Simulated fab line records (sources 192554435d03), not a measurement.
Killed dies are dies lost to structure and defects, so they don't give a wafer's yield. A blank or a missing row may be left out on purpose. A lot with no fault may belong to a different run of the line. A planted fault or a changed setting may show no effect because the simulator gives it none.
Matching of chambers	flow n5-finfet	4 sister chambers for N5_BEOL_M11_ALD_74 on ald-metal-01
The step deposits TaN, target thk 2 nm, pulse time 2 s, purge time 3 s. 4 wafers are shown with their chamber, then 8 later ones without.

## EACH WAFER AND ITS CHAMBER
wafer	chamber	heater-power-w (W)
L088.4	0	460
L093.5	3	416
L093.6	2	443
L094.1	1	459

## WAFERS WITHOUT THEIR CHAMBER
wafer	heater-power-w (W)
L094.4	410
L094.6	407
L095.2	458
L095.5	433
L095.6	406
L096.2	445
L096.4	396
L096.5	433

## EACH ONE'S CHAMBER
wafer	from the rows above	in truth
L094.4	3	3
L094.6	3	3
L095.2	can't be placed: 1 or 0 or 2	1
L095.5	can't be placed: 2 or 3 or 1 or 0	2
L095.6	3	3
L096.2	can't be placed: 2 or 1 or 0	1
L096.4	3	3
L096.5	can't be placed: 2 or 3 or 1 or 0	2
4 of 8 placed correctly. From these rows, 4 cannot be placed; in 4 the true chamber is one of the candidates. Placed wrongly: 0.
How it was worked out, from the rows above alone: a wafer's distance from a chamber is the root of the sum, over the readings, of the square of ((its reading less the chamber's mean) divided by the reading's scatter). The wafer belongs to the nearest chamber; if the next one is less than 2 further off, it can't be placed. For every chamber, the mean is computed from those of its wafers that are shown. The scatter: with one shown wafer a chamber, the root of the mean of the squares of how far each hidden wafer lies from its nearest shown one.
